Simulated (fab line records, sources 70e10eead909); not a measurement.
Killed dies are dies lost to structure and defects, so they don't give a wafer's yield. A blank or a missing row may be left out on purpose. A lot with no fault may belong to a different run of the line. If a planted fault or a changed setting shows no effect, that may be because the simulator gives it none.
Which tool is to blame? / flow nand harc / 33 wafers from 11 lots sampled at 6 of the route's 1159 steps

WHAT THE GAUGES READ, wafer by wafer
NHARC_A_SGD_CUT_CD_MEAS_09: the cd target is 100 nm. Usual: cd nm 99.9 nm, standard deviation 0.49.
lot=L697; measured=day 13 18:22; on=cd sem-01; cd nm (nm)=100.4 100.3 100.5; flag=
lot=L698; measured=day 14 04:41; on=cd sem-02; cd nm (nm)=99.7 100.0 100.0; flag=
lot=L704; measured=day 15 20:20; on=cd sem-02; cd nm (nm)=110.0 109.9 110.2; flag=OFF
lot=L706; measured=day 16 08:28; on=cd sem-02; cd nm (nm)=106.8 107.2 107.2; flag=OFF
lot=L705; measured=day 16 09:15; on=cd sem-02; cd nm (nm)=106.3 106.5 106.3; flag=OFF
lot=L709; measured=day 17 01:24; on=cd sem-02; cd nm (nm)=100.0 99.9 100.9; flag=
lot=L710; measured=day 17 10:10; on=cd sem-02; cd nm (nm)=100.0 99.7 99.6; flag=
lot=L714; measured=day 18 11:49; on=cd sem-02; cd nm (nm)=100.5 100.6 99.8; flag=
lot=L716; measured=day 19 05:20; on=cd sem-03; cd nm (nm)=100.7 100.1 100.0; flag=
lot=L717; measured=day 19 10:19; on=cd sem-01; cd nm (nm)=100.2 100.3 100.5; flag=
lot=L719; measured=day 19 22:04; on=cd sem-01; cd nm (nm)=99.9 100.5 100.0; flag=

NHARC_END_SORT_01. Usual: killed at array 29, standard deviation 13; killed at other 0.7, standard deviation 1; killed at periphery 3.2, standard deviation 2.3; killed dies 33, standard deviation 13; killed open 3.3, standard deviation 1.7; killed short 2.0, standard deviation 1.5.
lot=L706; measured=day 22 02:29; on=prober-01; killed at array=30 21 28; killed at other=2 1 0; killed at periphery=8 5 6; killed dies=40 27 34; killed open=3 1 4; killed short=3 2 0; flag=
lot=L710; measured=day 23 01:42; on=prober-01; killed at array=19 16 16; killed at other=3 3 4; killed at periphery=4 4 2; killed dies=26 23 22; killed open=5 6 3; killed short=5 2 1; flag=
lot=L714; measured=day 24 02:37; on=prober-02; killed at array=27 39 41; killed at other=0 0 0; killed at periphery=5 3 1; killed dies=32 42 42; killed open=1 7 2; killed short=3 1 3; flag=

WHICH TOOL RAN EACH LOT (tool, then ch and the chambers of the sampled wafers, then the start)
lot=L697; NHARC_A_STAIRCASE_CMP_152=cmp-01 ch 0,1,3, day 13 15:45; NHARC_A_STAIRCASE_STRIP_475=rie diel-01 ch 1,2,3, day 13 18:13 or earlier; NHARC_A_SGD_CUT_EXPOSE_06=arfi scanner-02 ch 0, day 13 18:13; NHARC_A_SGD_CUT_ETCH_15=rie diel-13 ch 0,1,3, no start
lot=L698; NHARC_A_STAIRCASE_CMP_152=cmp-03 ch 0,1,2, day 14 02:08; NHARC_A_STAIRCASE_STRIP_475=rie diel-08 ch 2,3, day 14 04:33 or earlier; NHARC_A_SGD_CUT_EXPOSE_06=arfi scanner-03 ch 0, day 14 04:33; NHARC_A_SGD_CUT_ETCH_15=rie diel-03 ch 0,1,3, no start
lot=L704; NHARC_A_STAIRCASE_CMP_152=cmp-01 ch 1,3, day 15 17:25; NHARC_A_STAIRCASE_STRIP_475=rie diel-08 ch 0,1,2, day 15 20:11 or earlier; NHARC_A_SGD_CUT_EXPOSE_06=arfi scanner-02 ch 0, day 15 20:11; NHARC_A_SGD_CUT_ETCH_15=rie diel-03 ch 1,2, no start
lot=L706; NHARC_A_STAIRCASE_CMP_152=cmp-01 ch 0,1,2, day 16 06:03; NHARC_A_STAIRCASE_STRIP_475=rie diel-01 ch 0,1,2, day 16 08:20 or earlier; NHARC_A_SGD_CUT_EXPOSE_06=arfi scanner-02 ch 0, day 16 08:20; NHARC_A_SGD_CUT_ETCH_15=rie diel-03 ch 1,2,3, day 22 02:29 or earlier
lot=L705; NHARC_A_STAIRCASE_CMP_152=cmp-01 ch 0,1,3, day 16 06:20; NHARC_A_STAIRCASE_STRIP_475=rie diel-08 ch 0,1,3, day 16 09:07 or earlier; NHARC_A_SGD_CUT_EXPOSE_06=arfi scanner-02 ch 0, day 16 09:07; NHARC_A_SGD_CUT_ETCH_15=rie diel-13 ch 0,1,2, no start
lot=L709; NHARC_A_STAIRCASE_CMP_152=cmp-01 ch 0,1,3, day 16 22:41; NHARC_A_STAIRCASE_STRIP_475=rie diel-01 ch 0,2,3, day 17 01:16 or earlier; NHARC_A_SGD_CUT_EXPOSE_06=arfi scanner-01 ch 0, day 17 01:16; NHARC_A_SGD_CUT_ETCH_15=rie diel-03 ch 0,2,3, no start
lot=L710; NHARC_A_STAIRCASE_CMP_152=cmp-01 ch 0,1,3, day 17 07:31; NHARC_A_STAIRCASE_STRIP_475=rie diel-01 ch 1,2,3, day 17 10:02 or earlier; NHARC_A_SGD_CUT_EXPOSE_06=arfi scanner-01 ch 0, day 17 10:02; NHARC_A_SGD_CUT_ETCH_15=rie diel-13 ch 0,2,3, day 23 01:42 or earlier
lot=L714; NHARC_A_STAIRCASE_CMP_152=cmp-03 ch 1,2,3, day 18 09:15; NHARC_A_STAIRCASE_STRIP_475=rie diel-08 ch 0,1,2, day 18 11:40 or earlier; NHARC_A_SGD_CUT_EXPOSE_06=arfi scanner-03 ch 0, day 18 11:40; NHARC_A_SGD_CUT_ETCH_15=rie diel-03 ch 0,1,2, day 24 02:37 or earlier
lot=L716; NHARC_A_STAIRCASE_CMP_152=cmp-01 ch 0,2,3, day 19 01:44; NHARC_A_STAIRCASE_STRIP_475=rie diel-01 ch 1,2, day 19 03:50; NHARC_A_SGD_CUT_EXPOSE_06=arfi scanner-01 ch 0, day 19 05:11; NHARC_A_SGD_CUT_ETCH_15=rie diel-03 ch 0,3, no start
lot=L717; NHARC_A_STAIRCASE_CMP_152=cmp-03 ch 1,2, day 19 07:10; NHARC_A_STAIRCASE_STRIP_475=rie diel-01 ch 1,2, day 19 08:47; NHARC_A_SGD_CUT_EXPOSE_06=arfi scanner-03 ch 0, day 19 10:11; NHARC_A_SGD_CUT_ETCH_15=rie diel-02 ch 0,3, no start
lot=L719; NHARC_A_STAIRCASE_CMP_152=cmp-02 ch 2,3, day 19 19:34; NHARC_A_STAIRCASE_STRIP_475=rie diel-08 ch 1,2, day 19 21:55 or earlier; NHARC_A_SGD_CUT_EXPOSE_06=arfi scanner-01 ch 0, day 19 21:55; NHARC_A_SGD_CUT_ETCH_15=rie diel-03 ch 0,2,3, no start
- NHARC_A_STAIRCASE_CMP_152: polishes.
- NHARC_A_STAIRCASE_STRIP_475: strips in O2, time 20 s.
- NHARC_A_SGD_CUT_EXPOSE_06: exposes mask SGD.
- NHARC_A_SGD_CUT_ETCH_15: etches the open film in CH3F/O2, target depth 75 nm, time 64.3 s.

WHAT THE TOOLS THEMSELVES READ (means of the sampled wafers that have a number; where no wafer has one, the mark that the record gives instead)
NHARC_A_STAIRCASE_CMP_152. Usual: edge zone pressure frac 1.001, standard deviation 0.0048; motor current A 12.4 A, standard deviation 1.2.
lot=L697; tool=cmp-01; edge zone pressure frac=1.002; motor current A (A)=12.3; flag=
lot=L698; tool=cmp-03; edge zone pressure frac=1.002; motor current A (A)=12.6; flag=
lot=L704; tool=cmp-01; edge zone pressure frac=1.002; motor current A (A)=11.7; flag=
lot=L706; tool=cmp-01; edge zone pressure frac=1.005; motor current A (A)=11.8; flag=
lot=L705; tool=cmp-01; edge zone pressure frac=0.996; motor current A (A)=12.3; flag=
lot=L709; tool=cmp-01; edge zone pressure frac=1.000; motor current A (A)=12.9; flag=
lot=L710; tool=cmp-01; edge zone pressure frac=0.999; motor current A (A)=12.9; flag=
lot=L714; tool=cmp-03; edge zone pressure frac=0.997; motor current A (A)=12.8; flag=
lot=L716; tool=cmp-01; edge zone pressure frac=1.001; motor current A (A)=11.8; flag=
lot=L717; tool=cmp-03; edge zone pressure frac=1.005; motor current A (A)=12.9; flag=
lot=L719; tool=cmp-02; edge zone pressure frac=0.995; motor current A (A)=12.0; flag=

NHARC_A_STAIRCASE_STRIP_475. Usual: drypump motor current A 5.57 A, standard deviation 0.26; o2 flow sccm 500.0 sccm, standard deviation 1.5; oes product au 0.998 a.u., standard deviation 0.0068; rf vpp V 57.7 V, standard deviation 0.9; showerhead plenum p Torr 3.52 Torr, standard deviation 0.14; throttle valve pct 17.037 %, standard deviation 0.01.
lot=L697; tool=rie diel-01; drypump motor current A (A)=5.45; o2 flow sccm (sccm)=500.1; oes product au (a.u.)=1.002; rf vpp V (V)=58.5; showerhead plenum p Torr (Torr)=3.67; throttle valve pct (%)=17.040; flag=
lot=L698; tool=rie diel-08; drypump motor current A (A)=5.71; o2 flow sccm (sccm)=499.4; oes product au (a.u.)=0.996; rf vpp V (V)=58.1; showerhead plenum p Torr (Torr)=3.42; throttle valve pct (%)=17.039; flag=
lot=L704; tool=rie diel-08; drypump motor current A (A)=5.59; o2 flow sccm (sccm)=500.2; oes product au (a.u.)=1.000; rf vpp V (V)=57.3; showerhead plenum p Torr (Torr)=3.48; throttle valve pct (%)=17.043; flag=
lot=L706; tool=rie diel-01; drypump motor current A (A)=5.62; o2 flow sccm (sccm)=501.3; oes product au (a.u.)=0.998; rf vpp V (V)=57.6; showerhead plenum p Torr (Torr)=3.62; throttle valve pct (%)=17.034; flag=
lot=L705; tool=rie diel-08; drypump motor current A (A)=5.69; o2 flow sccm (sccm)=499.2; oes product au (a.u.)=1.002; rf vpp V (V)=56.8; showerhead plenum p Torr (Torr)=3.37; throttle valve pct (%)=17.031; flag=
lot=L709; tool=rie diel-01; drypump motor current A (A)=5.41; o2 flow sccm (sccm)=500.8; oes product au (a.u.)=0.996; rf vpp V (V)=59.0; showerhead plenum p Torr (Torr)=3.58; throttle valve pct (%)=17.036; flag=
lot=L710; tool=rie diel-01; drypump motor current A (A)=5.44; o2 flow sccm (sccm)=500.0; oes product au (a.u.)=0.995; rf vpp V (V)=57.9; showerhead plenum p Torr (Torr)=3.66; throttle valve pct (%)=17.038; flag=
lot=L714; tool=rie diel-08; drypump motor current A (A)=5.60; o2 flow sccm (sccm)=499.1; oes product au (a.u.)=0.992; rf vpp V (V)=58.3; showerhead plenum p Torr (Torr)=3.46; throttle valve pct (%)=17.035; flag=
lot=L716; tool=rie diel-01; drypump motor current A (A)=5.64; o2 flow sccm (sccm)=499.9; oes product au (a.u.)=1.004; rf vpp V (V)=58.5; showerhead plenum p Torr (Torr)=3.69; throttle valve pct (%)=17.039; flag=
lot=L717; tool=rie diel-01; drypump motor current A (A)=5.65; o2 flow sccm (sccm)=499.5; oes product au (a.u.)=1.000; rf vpp V (V)=57.9; showerhead plenum p Torr (Torr)=3.69; throttle valve pct (%)=17.035; flag=
lot=L719; tool=rie diel-08; drypump motor current A (A)=5.52; o2 flow sccm (sccm)=499.1; oes product au (a.u.)=1.000; rf vpp V (V)=57.7; showerhead plenum p Torr (Torr)=3.56; throttle valve pct (%)=17.046; flag=

NHARC_A_SGD_CUT_EXPOSE_06. Usual: exposure dose mJ cm2 85.53, standard deviation 0.074; reticle temp C 22.98 C, standard deviation 0.11.
lot=L697; tool=arfi scanner-02; exposure dose mJ cm2=85.49; reticle temp C (C)=23.13; flag=
lot=L698; tool=arfi scanner-03; exposure dose mJ cm2=85.60; reticle temp C (C)=23.00; flag=
lot=L704; tool=arfi scanner-02; exposure dose mJ cm2=98.04; reticle temp C (C)=23.02; flag=OFF
lot=L706; tool=arfi scanner-02; exposure dose mJ cm2=95.47; reticle temp C (C)=23.02; flag=OFF
lot=L705; tool=arfi scanner-02; exposure dose mJ cm2=93.50; reticle temp C (C)=23.08; flag=OFF
lot=L709; tool=arfi scanner-01; exposure dose mJ cm2=85.46; reticle temp C (C)=22.97; flag=
lot=L710; tool=arfi scanner-01; exposure dose mJ cm2=85.44; reticle temp C (C)=22.93; flag=
lot=L714; tool=arfi scanner-03; exposure dose mJ cm2=85.54; reticle temp C (C)=23.05; flag=
lot=L716; tool=arfi scanner-01; exposure dose mJ cm2=85.53; reticle temp C (C)=22.85; flag=
lot=L717; tool=arfi scanner-03; exposure dose mJ cm2=85.52; reticle temp C (C)=22.95; flag=
lot=L719; tool=arfi scanner-01; exposure dose mJ cm2=85.53; reticle temp C (C)=22.94; flag=

NHARC_A_SGD_CUT_ETCH_15. Usual: drypump motor current A 5.6 A, standard deviation 0.48; o2 flow sccm 30.01 sccm, standard deviation 0.085; oes product au 0.964 a.u., standard deviation 0.016; rf vpp V 263.1 V, standard deviation 1.9; showerhead plenum p Torr 2.41 Torr, standard deviation 0.11; throttle valve pct 20.663 %, standard deviation 0.0082.
lot=L697; tool=rie diel-13; drypump motor current A (A)=5.5; o2 flow sccm (sccm)=30.01; oes product au (a.u.)=0.976; rf vpp V (V)=263.0; showerhead plenum p Torr (Torr)=2.42; throttle valve pct (%)=20.662; flag=
lot=L698; tool=rie diel-03; drypump motor current A (A)=5.5; o2 flow sccm (sccm)=30.05; oes product au (a.u.)=0.966; rf vpp V (V)=263.3; showerhead plenum p Torr (Torr)=2.41; throttle valve pct (%)=20.670; flag=
lot=L704; tool=rie diel-03; drypump motor current A (A)=5.2; o2 flow sccm (sccm)=30.03; oes product au (a.u.)=0.963; rf vpp V (V)=262.1; showerhead plenum p Torr (Torr)=2.36; throttle valve pct (%)=20.658; flag=
lot=L706; tool=rie diel-03; drypump motor current A (A)=5.4; o2 flow sccm (sccm)=30.10; oes product au (a.u.)=0.969; rf vpp V (V)=263.0; showerhead plenum p Torr (Torr)=2.40; throttle valve pct (%)=20.663; flag=
lot=L705; tool=rie diel-13; drypump motor current A (A)=5.8; o2 flow sccm (sccm)=29.97; oes product au (a.u.)=0.971; rf vpp V (V)=263.2; showerhead plenum p Torr (Torr)=2.41; throttle valve pct (%)=20.671; flag=
lot=L709; tool=rie diel-03; drypump motor current A (A)=5.9; o2 flow sccm (sccm)=30.02; oes product au (a.u.)=0.977; rf vpp V (V)=263.9; showerhead plenum p Torr (Torr)=2.48; throttle valve pct (%)=20.666; flag=
lot=L710; tool=rie diel-13; drypump motor current A (A)=5.9; o2 flow sccm (sccm)=29.99; oes product au (a.u.)=0.967; rf vpp V (V)=263.7; showerhead plenum p Torr (Torr)=2.41; throttle valve pct (%)=20.665; flag=
lot=L714; tool=rie diel-03; drypump motor current A (A)=5.6; o2 flow sccm (sccm)=30.04; oes product au (a.u.)=0.969; rf vpp V (V)=263.9; showerhead plenum p Torr (Torr)=2.45; throttle valve pct (%)=20.663; flag=
lot=L716; tool=rie diel-03; drypump motor current A (A)=5.9; o2 flow sccm (sccm)=30.02; oes product au (a.u.)=0.987; rf vpp V (V)=263.8; showerhead plenum p Torr (Torr)=2.50; throttle valve pct (%)=20.672; flag=
lot=L717; tool=rie diel-02; drypump motor current A (A)=5.1; o2 flow sccm (sccm)=30.06; oes product au (a.u.)=0.962; rf vpp V (V)=263.6; showerhead plenum p Torr (Torr)=2.40; throttle valve pct (%)=20.656; flag=
lot=L719; tool=rie diel-03; drypump motor current A (A)=5.9; o2 flow sccm (sccm)=29.96; oes product au (a.u.)=0.962; rf vpp V (V)=263.9; showerhead plenum p Torr (Torr)=2.48; throttle valve pct (%)=20.666; flag=

THE ANSWER, worked out from the rows above alone
Rule: a lot counts as off when the mean over its wafers that have a number is more than 3 standard deviations away from the usual mean. Also off: a lot with no number at a reading for which 4 or more lots have one. Any other lot the step has rows for is counted as sound. First the gauges in route order, then the tools' own readings, where a lot's mean is used as printed above. The first step at which some lot is off is used, and at that step the reading that is off furthest; a lot without a number counts as furthest.
Off: L704, L706, L705 (NHARC_A_SGD_CUT_CD_MEAS_09, cd nm).
If a tool, at a process step before that reading, ran all the lots that are off and no sound lot after the first of them, it fits. Not tried: the gauges at NHARC_A_SGD_CUT_CD_MEAS_09; whatever is off there is also off at NHARC_A_SGD_CUT_EXPOSE_06, on other tools, and gauge error can't account for it. NHARC_A_STAIRCASE_STRIP_475: start missing for some lots; hours and lot order therefore follow NHARC_A_SGD_CUT_EXPOSE_06. One candidate fits, namely arfi scanner-02 at NHARC_A_SGD_CUT_EXPOSE_06. Its last sound lot is L697 (day 13 18:13), its first lot that is off L704 (day 15 20:11): a fault that began between those two fits.
On the lots that are off, the tool's own readings at NHARC_A_SGD_CUT_EXPOSE_06 differ by more than 5 times the standard deviation of the sound lots' means, which bears it out; exposure dose mJ cm2 reads 95.67 there versus 85.51 on the sound lots.

WHAT THE SIMULATOR HAD INSERTED
Drift in process parameters on arfi scanner-02 at NHARC_A_SGD_CUT_EXPOSE_06, starting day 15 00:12. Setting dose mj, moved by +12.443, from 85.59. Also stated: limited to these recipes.
Struck lots among those shown: L704, L706, L705. The rule above found the same.
